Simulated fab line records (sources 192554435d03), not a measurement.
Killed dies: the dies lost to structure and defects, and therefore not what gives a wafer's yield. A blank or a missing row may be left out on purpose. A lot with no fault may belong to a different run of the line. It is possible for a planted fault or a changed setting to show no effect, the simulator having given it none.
Chamber matching | flow n5 finfet | N5_BEOL_M3_DESCUM_33 on rie diel-04: 3 sister chambers
The step chemistry O2, time 7 s. 6 wafers are shown with their chamber, then 7 later ones without.

## WAFERS PAIRED WITH THEIR CHAMBERS
wafer  | chamber | throttle valve pct (%) | showerhead plenum p Torr (Torr)
L081.3 | 1       | 20.22                  | 2.15
L081.6 | 1       | 20.22                  | 2.15
L086.2 | 0       | 20.86                  | 2.08
L086.3 | 3       | 20.78                  | 1.98
L086.6 | 3       | 20.79                  | 1.98
L091.1 | 0       | 20.87                  | 2.07

## WAFERS WHOSE CHAMBER IS MISSING
wafer  | throttle valve pct (%) | showerhead plenum p Torr (Torr)
L091.4 | 20.80                  | 1.98
L091.5 | 20.25                  | 2.14
L092.2 | 20.28                  | 2.14
L092.4 | 20.80                  | 1.98
L092.6 | 20.80                  | 1.98
L096.1 | 20.81                  | 1.98
L096.5 | 20.86                  | 2.07

## CHAMBER TAKEN BY EACH
wafer  | from the rows above | in truth
L091.4 | 3                   | 3
L091.5 | 1                   | 1
L092.2 | 1                   | 1
L092.4 | 3                   | 3
L092.6 | 3                   | 3
L096.1 | 3                   | 3
L096.5 | 0                   | 0
7 of 7 placed correctly. Number that these rows cannot place: 0. Wrongly placed: 0.
How it was worked out, from the rows above alone: a wafer's distance from a chamber is the root of the sum, over the readings, of the square of ((its reading less the chamber's mean) divided by the reading's scatter). The wafer belongs to the nearest chamber; if the next one is less than 2 further off, it can't be placed. Each chamber's mean is taken over the wafers shown for it. The scatter: take each reading less its chamber's mean, square it, sum over the shown wafers, divide by the number of wafers less the number of chambers, and take the root.
